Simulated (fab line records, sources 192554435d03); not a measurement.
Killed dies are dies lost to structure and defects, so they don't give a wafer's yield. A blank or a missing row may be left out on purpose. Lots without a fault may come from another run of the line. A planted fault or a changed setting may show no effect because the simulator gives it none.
Which tool did it? | flow n5_finfet | 24 lots, 72 wafers sampled, at 6 steps of a route of 1938

WHAT THE GAUGES READ, wafer by wafer
N5_SD_EPI_P_INSPECT_11: inspects for defects (macro). Usual: raw_defect_count 2.2, standard deviation 1.6.
lot  | measured    | on                | raw_defect_count | flag
L074 | day 3 06:42 | defect_inspect-01 | 6 6 1            |
L075 | day 3 14:47 | defect_inspect-02 | 2 1 2            |
L076 | day 3 17:30 | defect_inspect-02 | 5 6 0            |
L077 | day 4 02:48 | defect_inspect-02 | 0 2 0            |
L078 | day 4 06:57 | defect_inspect-02 | 1 4 1            |
L079 | day 4 11:03 | defect_inspect-02 | 4 2 2            |
L080 | day 4 15:56 | defect_inspect-02 | 4 5 2            |
L081 | day 4 23:46 | defect_inspect-01 | 1 1 1            |
L082 | day 5 06:01 | defect_inspect-01 | 2 2 1            |
L083 | day 5 11:37 | defect_inspect-01 | 3 1 2            |
L084 | day 5 17:24 | defect_inspect-02 | 1 0 4            |
L085 | day 6 04:55 | defect_inspect-01 | 2 4 2            |
L086 | day 6 22:40 | defect_inspect-01 | 2 2 2            |
L087 | day 6 22:56 | defect_inspect-01 | 1 2 0            |
L088 | day 7 05:34 | defect_inspect-02 | 3 2 3            |
L089 | day 7 11:35 | defect_inspect-01 | 3 0 0            |
L090 | day 7 12:26 | defect_inspect-01 | 5 2 1            |
L091 | day 8 01:03 | defect_inspect-01 | 2 2 4            |
L092 | day 8 01:58 | defect_inspect-02 | 6 4 0            |
L093 | day 8 14:51 | defect_inspect-01 | 1 4 2            |
L095 | day 8 22:44 | defect_inspect-02 | 6 2 0            |
L094 | day 9 02:43 | defect_inspect-01 | 3 2 2            |
L097 | day 9 02:33 | defect_inspect-01 | 6 0 2            |
L096 | day 9 05:05 | defect_inspect-01 | 3 2 5            |

N5_SD_ACTIVATION_RS_MEAS_03: measures by four-point-probe. Usual: RS_SD_N 21.91 ohm/sq, standard deviation 0.26; RS_SD_P 56.2 ohm/sq, standard deviation 0.81.
lot  | measured    | on            | RS_SD_N (ohm/sq)  | RS_SD_P (ohm/sq) | flag
L074 | day 3 10:56 | film_metro-02 | 22.32 22.51 22.53 | 55.4 56.1 55.3   |
L075 | day 3 19:01 | film_metro-01 | 21.70 21.68 21.78 | 56.8 56.7 56.7   |
L076 | day 3 21:42 | film_metro-01 | 21.54 21.38 21.89 | 56.4 56.4 57.5   |
L077 | day 4 07:52 | film_metro-02 | 21.37 21.86 21.50 | 55.8 56.4 56.6   |
L078 | day 4 11:08 | film_metro-02 | 21.81 21.88 21.56 | 56.6 55.7 56.1   |
L079 | day 4 15:22 | film_metro-02 | 21.76 21.98 21.79 | 56.2 56.4 56.4   |
L080 | day 4 20:07 | film_metro-02 | 21.98 21.26 21.52 | 55.3 55.1 55.1   |
L081 | day 5 04:04 | film_metro-02 | 22.31 22.24 22.24 | 56.2 57.4 56.9   |
L082 | day 5 10:14 | film_metro-01 | 21.82 21.76 21.87 | 55.9 55.6 57.0   |
L083 | day 5 15:50 | film_metro-02 | 21.79 21.78 21.62 | 57.1 56.1 56.5   |
L084 | day 5 21:54 | film_metro-01 | 21.92 22.12 21.55 | 57.5 56.2 56.4   |
L085 | day 6 09:28 | film_metro-02 | 22.20 22.18 21.90 | 56.9 56.0 56.3   |
L086 | day 7 02:52 | film_metro-01 | 22.17 22.20 21.88 | 58.9 57.9 57.6   |
L087 | day 7 04:41 | film_metro-02 | 22.07 22.21 21.82 | 54.4 55.2 55.1   |
L088 | day 7 09:47 | film_metro-02 | 22.19 21.83 21.95 | 56.4 56.2 56.2   |
L089 | day 7 15:55 | film_metro-02 | 22.16 21.81 22.00 | 57.0 55.8 56.7   |
L090 | day 7 17:41 | film_metro-01 | 22.43 22.23 21.83 | 55.9 56.6 55.9   |
L091 | day 8 05:28 | film_metro-01 | 22.01 21.77 21.59 | 57.0 56.9 56.6   |
L092 | day 8 07:00 | film_metro-02 | 21.75 22.23 21.67 | 55.8 56.0 56.5   |
L093 | day 8 19:04 | film_metro-01 | 21.87 22.02 21.91 | 54.4 54.2 54.8   |
L095 | day 9 02:55 | film_metro-02 | 22.01 22.10 22.13 | 56.8 56.5 56.7   |
L094 | day 9 08:02 | film_metro-01 | 21.92 21.84 22.06 | 57.2 57.0 56.3   |
L097 | day 9 06:49 | film_metro-02 | 21.94 22.15 21.79 | 56.2 56.6 56.5   |
L096 | day 9 10:02 | film_metro-02 | 22.06 22.02 22.20 | 55.4 55.2 55.6   |

WHICH TOOL RAN EACH LOT (tool, then ch and the chambers of the sampled wafers, then the start)
lot  | N5_DUMMY_GATE_ETCH_32           | N5_SD_EPI_N_ETCHBACK_44           | N5_SD_EPI_N_ETCH_16               | N5_SD_EPI_N_STRIP_38
L074 | rie_si-05 ch 1,3, day 2 23:54   | rie_diel-05 ch 2,3, day 3 01:58   | rie_diel-05 ch 2,3, day 3 02:10   | plasma_asher-01 ch 0,1, day 3 02:22
L075 | rie_si-04 ch 1,2,3, day 3 08:36 | rie_diel-05 ch 2,3, day 3 10:56   | rie_diel-05 ch 2,3, day 3 11:08   | plasma_asher-01 ch 0,1, day 3 11:18
L076 | rie_si-05 ch 0,2,3, day 3 11:21 | rie_diel-04 ch 0,2, day 3 13:14   | rie_diel-04 ch 0,2, day 3 13:26   | plasma_asher-02 ch 0, day 3 13:37
L077 | rie_si-04 ch 0,1,3, day 3 19:50 | rie_diel-02 ch 1,3, day 3 22:54   | rie_diel-02 ch 1,3, day 3 23:06   | plasma_asher-02 ch 0,1, day 3 23:16
L078 | rie_si-05 ch 0,1,2, day 4 00:37 | rie_diel-05 ch 0,1,3, day 4 02:42 | rie_diel-05 ch 0,1,3, day 4 02:54 | plasma_asher-01 ch 0,1, day 4 03:04
L079 | rie_si-04 ch 1,2,3, day 4 04:09 | rie_diel-04 ch 1,2,3, day 4 06:17 | rie_diel-04 ch 1,2,3, day 4 06:29 | plasma_asher-01 ch 0,1, day 4 06:40
L080 | rie_si-05 ch 0,2,3, day 4 09:58 | rie_diel-02 ch 0,1,2, day 4 11:55 | rie_diel-02 ch 0,1,2, day 4 12:07 | plasma_asher-02 ch 0,1, day 4 12:17
L081 | rie_si-06 ch 1,2,3, day 4 17:23 | rie_diel-04 ch 1,2,3, day 4 19:27 | rie_diel-04 ch 1,2,3, day 4 19:39 | plasma_asher-01 ch 0,1, day 4 19:49
L082 | rie_si-05 ch 2,3, day 4 22:04   | rie_diel-02 ch 0,3, day 5 01:23   | rie_diel-02 ch 0,3, day 5 01:35   | plasma_asher-01 ch 0,1, day 5 01:47
L083 | rie_si-06 ch 0,1,3, day 5 04:24 | rie_diel-05 ch 0,1, day 5 06:53   | rie_diel-05 ch 0,1, day 5 07:05   | plasma_asher-02 ch 0,1, day 5 07:16
L084 | rie_si-06 ch 1,2,3, day 5 10:14 | rie_diel-02 ch 1,2, day 5 12:48   | rie_diel-02 ch 1,2, day 5 13:00   | plasma_asher-01 ch 0,1, day 5 13:11
L085 | rie_si-04 ch 2,3, day 5 21:47   | rie_diel-02 ch 1,2, day 6 00:08   | rie_diel-02 ch 1,2, day 6 00:20   | plasma_asher-02 ch 0,1, day 6 00:31
L086 | rie_si-04 ch 1,3, day 6 02:02   | rie_diel-02 ch 0,3, day 6 06:28   | rie_diel-02 ch 0,3, day 6 06:40   | plasma_asher-01 ch 0,1, day 6 06:50
L087 | rie_si-06 ch 2,3, day 6 07:24   | rie_diel-02 ch 0,1,3, day 6 09:38 | rie_diel-02 ch 0,1,3, day 6 09:50 | plasma_asher-02 ch 0,1, day 6 10:02
L088 | rie_si-06 ch 0,1, day 6 10:28   | rie_diel-05 ch 2,3, day 6 23:50   | rie_diel-05 ch 2,3, day 7 00:02   | plasma_asher-01 ch 0,1, day 7 00:13
L089 | rie_si-05 ch 0,3, day 7 00:58   | rie_diel-02 ch 1,2,3, day 7 04:31 | rie_diel-02 ch 1,2,3, day 7 04:43 | plasma_asher-02 ch 0,1, day 7 04:53
L090 | rie_si-04 ch 0,1,3, day 7 04:04 | rie_diel-05 ch 2,3, day 7 06:37   | rie_diel-05 ch 2,3, day 7 06:49   | plasma_asher-01 ch 0,1, day 7 06:58
L091 | rie_si-06 ch 0,1,3, day 7 17:46 | rie_diel-02 ch 0,2,3, day 7 20:20 | rie_diel-02 ch 0,2,3, day 7 20:32 | plasma_asher-02 ch 0,1, day 7 20:41
L092 | rie_si-06 ch 1,2,3, day 7 18:56 | rie_diel-05 ch 0,1,2, day 7 21:14 | rie_diel-05 ch 0,1,2, day 7 21:26 | plasma_asher-02 ch 0,1, day 7 21:36
L093 | rie_si-04 ch 0,1,2, day 8 07:54 | rie_diel-05 ch 1,2, day 8 09:58   | rie_diel-05 ch 1,2, day 8 10:10   | plasma_asher-02 ch 0,1, day 8 10:20
L095 | rie_si-04 ch 1,2,3, day 8 16:08 | rie_diel-04 ch 0,2, day 8 18:49   | rie_diel-04 ch 0,2, day 8 19:01   | plasma_asher-02 ch 0,1, day 8 19:11
L094 | rie_si-06 ch 1,2,3, day 8 19:17 | rie_diel-02 ch 0,3, day 8 21:52   | rie_diel-02 ch 0,3, day 8 22:04   | plasma_asher-01 ch 0,1, day 8 22:14
L097 | rie_si-06 ch 2,3, day 8 19:47   | rie_diel-04 ch 0,3, day 8 22:34   | rie_diel-04 ch 0,3, day 8 22:46   | plasma_asher-02 ch 0,1, day 8 22:56
L096 | rie_si-04 ch 0,2,3, day 8 20:20 | rie_diel-04 ch 0,2,3, day 9 00:07 | rie_diel-04 ch 0,2,3, day 9 00:19 | plasma_asher-01 ch 0,1, day 9 00:37
- N5_DUMMY_GATE_ETCH_32: etches SiO2 in CF4, target depth 3.5 nm, time 3.9 s.
- N5_SD_EPI_N_ETCHBACK_44: etches SiNx in CH3F/O2, stops on SiO2, target depth 14.5 nm.
- N5_SD_EPI_N_ETCH_16: etches SiO2 in CHF3/O2, target depth 5 nm.
- N5_SD_EPI_N_STRIP_38: strips in N2/H2.

WHAT THE TOOLS THEMSELVES READ (means of the sampled wafers that have a number; where no wafer has one, the mark that the record gives instead)
N5_DUMMY_GATE_ETCH_32. Usual: drypump_motor_current_A 5.8 A, standard deviation 0.36; oes_product_au 1.002 a.u., standard deviation 0.016; throttle_valve_pct 21.81 %, standard deviation 0.19.
lot  | tool      | drypump_motor_current_A (A) | oes_product_au (a.u.) | throttle_valve_pct (%) | flag
L074 | rie_si-05 | 5.2                         | 0.977                 | 21.93                  |
L075 | rie_si-04 | 6.1                         | 1.000                 | 21.89                  |
L076 | rie_si-05 | 5.7                         | 1.007                 | 21.79                  |
L077 | rie_si-04 | 6.2                         | 1.004                 | 21.87                  |
L078 | rie_si-05 | 5.6                         | 1.004                 | 21.99                  |
L079 | rie_si-04 | 6.1                         | 1.002                 | 21.88                  |
L080 | rie_si-05 | 5.7                         | 1.000                 | 21.79                  |
L081 | rie_si-06 | 5.5                         | 1.002                 | 21.68                  |
L082 | rie_si-05 | 5.5                         | 1.001                 | 21.70                  |
L083 | rie_si-06 | 5.7                         | 1.013                 | 21.63                  |
L084 | rie_si-06 | 5.5                         | 1.006                 | 21.68                  |
L085 | rie_si-04 | 6.0                         | 0.998                 | 21.96                  |
L086 | rie_si-04 | 6.2                         | 1.005                 | 21.81                  |
L087 | rie_si-06 | 5.5                         | 1.004                 | 21.73                  |
L088 | rie_si-06 | 5.7                         | 1.000                 | 21.57                  |
L089 | rie_si-05 | 5.9                         | 1.006                 | 21.70                  |
L090 | rie_si-04 | 6.2                         | 1.009                 | 21.89                  |
L091 | rie_si-06 | 5.7                         | 1.001                 | 21.62                  |
L092 | rie_si-06 | 5.5                         | 1.014                 | 21.68                  |
L093 | rie_si-04 | 6.0                         | 1.005                 | 21.94                  |
L095 | rie_si-04 | 6.1                         | 1.008                 | 21.89                  |
L094 | rie_si-06 | 5.5                         | 1.006                 | 21.67                  |
L097 | rie_si-06 | 5.4                         | 0.998                 | 21.73                  |
L096 | rie_si-04 | 6.1                         | 1.003                 | 21.96                  |

N5_SD_EPI_N_ETCHBACK_44. Usual: drypump_motor_current_A 5.7 A, standard deviation 0.44; oes_product_au 0.65 a.u., standard deviation 0.053; rf_vpp_V 298.9 V, standard deviation 2.5; showerhead_plenum_p_Torr 2.02 Torr, standard deviation 0.037; throttle_valve_pct 16.34 %, standard deviation 0.16.
lot  | tool        | drypump_motor_current_A (A) | oes_product_au (a.u.) | rf_vpp_V (V) | showerhead_plenum_p_Torr (Torr) | throttle_valve_pct (%) | flag
L074 | rie_diel-05 | 5.6                         | 0.65                  | 297.8        | 2.04                            | 16.20                  |
L075 | rie_diel-05 | 5.6                         | 0.65                  | 297.8        | 2.04                            | 16.20                  |
L076 | rie_diel-04 | 6.1                         | 0.62                  | 297.9        | 1.99                            | 16.24                  |
L077 | rie_diel-02 | 5.7                         | 0.64                  | 301.6        | 2.03                            | 16.42                  |
L078 | rie_diel-05 | 6.0                         | 0.71                  | 297.5        | 2.02                            | 16.18                  |
L079 | rie_diel-04 | 5.6                         | 0.62                  | 296.9        | 2.05                            | 16.37                  |
L080 | rie_diel-02 | 5.6                         | 0.69                  | 300.6        | 2.02                            | 16.37                  |
L081 | rie_diel-04 | 5.6                         | 0.62                  | 297.6        | 2.05                            | 16.38                  |
L082 | rie_diel-02 | 6.1                         | 0.71                  | 301.4        | 2.04                            | 16.27                  |
L083 | rie_diel-05 | 6.2                         | 0.73                  | 298.6        | 1.98                            | 16.10                  |
L084 | rie_diel-02 | 5.4                         | 0.65                  | 301.7        | 2.01                            | 16.46                  |
L085 | rie_diel-02 | 5.4                         | 0.64                  | 300.8        | 2.01                            | 16.48                  |
L086 | rie_diel-02 | 6.0                         | 0.66                  | 301.0        | 2.05                            | 16.38                  |
L087 | rie_diel-02 | 5.9                         | 0.67                  | 300.8        | 2.03                            | 16.37                  |
L088 | rie_diel-05 | 5.6                         | 0.63                  | 296.8        | 2.03                            | 16.25                  |
L089 | rie_diel-02 | 5.5                         | 0.63                  | 300.4        | 2.02                            | 16.50                  |
L090 | rie_diel-05 | 5.6                         | 0.64                  | 296.5        | 2.03                            | 16.25                  |
L091 | rie_diel-02 | 5.6                         | 0.66                  | 301.3        | 2.03                            | 16.43                  |
L092 | rie_diel-05 | 6.1                         | 0.67                  | 297.7        | 1.99                            | 16.23                  |
L093 | rie_diel-05 | 6.1                         | 0.70                  | 298.8        | 1.96                            | 16.11                  |
L095 | rie_diel-04 | 6.1                         | 0.60                  | 297.6        | 1.97                            | 16.31                  |
L094 | rie_diel-02 | 5.9                         | 0.64                  | 300.7        | 2.04                            | 16.42                  |
L097 | rie_diel-04 | 5.8                         | 0.58                  | 295.7        | 2.00                            | 16.38                  |
L096 | rie_diel-04 | 5.8                         | 0.60                  | 295.5        | 2.01                            | 16.40                  |

N5_SD_EPI_N_ETCH_16. Usual: drypump_motor_current_A 5.7 A, standard deviation 0.44; oes_product_au 0.76 a.u., standard deviation 0.064; rf_vpp_V 527 V, standard deviation 4.3; showerhead_plenum_p_Torr 2.44 Torr, standard deviation 0.044; throttle_valve_pct 18.88 %, standard deviation 0.16.
lot  | tool        | drypump_motor_current_A (A) | oes_product_au (a.u.) | rf_vpp_V (V) | showerhead_plenum_p_Torr (Torr) | throttle_valve_pct (%) | flag
L074 | rie_diel-05 | 5.6                         | 0.77                  | 523          | 2.45                            | 18.72                  |
L075 | rie_diel-05 | 5.6                         | 0.76                  | 524          | 2.45                            | 18.72                  |
L076 | rie_diel-04 | 6.1                         | 0.73                  | 526          | 2.40                            | 18.76                  |
L077 | rie_diel-02 | 5.7                         | 0.75                  | 532          | 2.45                            | 18.99                  |
L078 | rie_diel-05 | 6.0                         | 0.83                  | 525          | 2.44                            | 18.73                  |
L079 | rie_diel-04 | 5.7                         | 0.73                  | 525          | 2.47                            | 18.90                  |
L080 | rie_diel-02 | 5.6                         | 0.81                  | 530          | 2.43                            | 18.93                  |
L081 | rie_diel-04 | 5.6                         | 0.73                  | 524          | 2.47                            | 18.91                  |
L082 | rie_diel-02 | 6.1                         | 0.83                  | 530          | 2.46                            | 18.82                  |
L083 | rie_diel-05 | 6.2                         | 0.86                  | 526          | 2.38                            | 18.66                  |
L084 | rie_diel-02 | 5.4                         | 0.76                  | 531          | 2.42                            | 19.04                  |
L085 | rie_diel-02 | 5.4                         | 0.76                  | 531          | 2.42                            | 19.05                  |
L086 | rie_diel-02 | 5.9                         | 0.77                  | 530          | 2.47                            | 18.93                  |
L087 | rie_diel-02 | 5.9                         | 0.78                  | 531          | 2.45                            | 18.92                  |
L088 | rie_diel-05 | 5.6                         | 0.73                  | 524          | 2.44                            | 18.76                  |
L089 | rie_diel-02 | 5.5                         | 0.74                  | 531          | 2.44                            | 19.05                  |
L090 | rie_diel-05 | 5.6                         | 0.73                  | 524          | 2.44                            | 18.76                  |
L091 | rie_diel-02 | 5.6                         | 0.77                  | 530          | 2.44                            | 18.97                  |
L092 | rie_diel-05 | 6.0                         | 0.78                  | 525          | 2.39                            | 18.75                  |
L093 | rie_diel-05 | 6.1                         | 0.82                  | 527          | 2.37                            | 18.64                  |
L095 | rie_diel-04 | 6.1                         | 0.70                  | 525          | 2.38                            | 18.82                  |
L094 | rie_diel-02 | 6.0                         | 0.75                  | 530          | 2.46                            | 18.96                  |
L097 | rie_diel-04 | 5.8                         | 0.67                  | 522          | 2.42                            | 18.90                  |
L096 | rie_diel-04 | 5.8                         | 0.70                  | 521          | 2.42                            | 18.93                  |

N5_SD_EPI_N_STRIP_38. Usual: drypump_motor_current_A 5.24 A, standard deviation 0.2; h2_flow_sccm 3250 sccm, standard deviation 12; heater_power_w 344 W, standard deviation 20; oes_product_au 0.761 a.u., standard deviation 0.011.
lot  | tool            | drypump_motor_current_A (A) | h2_flow_sccm (sccm) | heater_power_w (W) | oes_product_au (a.u.) | flag
L074 | plasma_asher-01 | 5.22                        | 3251                | 334                | 0.757                 |
L075 | plasma_asher-01 | 5.21                        | 3241                | 333                | 0.748                 |
L076 | plasma_asher-02 | 5.37                        | 3244                | 349                | 0.760                 |
L077 | plasma_asher-02 | 5.36                        | 3253                | 353                | 0.766                 |
L078 | plasma_asher-01 | 5.22                        | 3253                | 338                | 0.761                 |
L079 | plasma_asher-01 | 5.02                        | 3269                | 321                | 0.757                 |
L080 | plasma_asher-02 | 5.36                        | 3255                | 355                | 0.760                 |
L081 | plasma_asher-01 | 5.06                        | 3250                | 326                | 0.768                 |
L082 | plasma_asher-01 | 5.20                        | 3257                | 334                | 0.757                 |
L083 | plasma_asher-02 | 5.34                        | 3256                | 356                | 0.757                 |
L084 | plasma_asher-01 | 5.22                        | 3247                | 335                | 0.767                 |
L085 | plasma_asher-02 | 5.37                        | 3252                | 361                | 0.758                 |
L086 | plasma_asher-01 | 5.21                        | 3235                | 334                | 0.762                 |
L087 | plasma_asher-02 | 5.34                        | 3245                | 356                | 0.762                 |
L088 | plasma_asher-01 | 5.03                        | 3249                | 325                | 0.756                 |
L089 | plasma_asher-02 | 5.34                        | 3226                | 366                | 0.760                 |
L090 | plasma_asher-01 | 5.06                        | 3251                | 323                | 0.769                 |
L091 | plasma_asher-02 | 5.39                        | 3255                | 359                | 0.757                 |
L092 | plasma_asher-02 | 5.36                        | 3249                | 357                | 0.756                 |
L093 | plasma_asher-02 | 5.34                        | 3241                | 360                | 0.764                 |
L095 | plasma_asher-02 | 5.34                        | 3255                | 361                | 0.758                 |
L094 | plasma_asher-01 | 5.21                        | 3244                | 336                | 0.760                 |
L097 | plasma_asher-02 | 5.38                        | 3250                | 359                | 0.766                 |
L096 | plasma_asher-01 | 5.06                        | 3246                | 322                | 0.763                 |

THE ANSWER, worked out from the rows above alone
Rule: a lot is off if the mean of its wafers that have a number lies more than 3 standard deviations from the usual mean. A lot without any number at a reading at which 4 lots or more have one is off too. The other lots that the step has rows for count as sound. The gauges are gone through in route order, then the tools' own readings, and for those a lot's mean is taken as printed above. The first step at which some lot is off is used, and at that step the reading that is off furthest; a lot without a number counts as furthest.
No lot is off at any reading shown: from this, nothing can be told.

WHAT THE SIMULATOR HAD PUT IN
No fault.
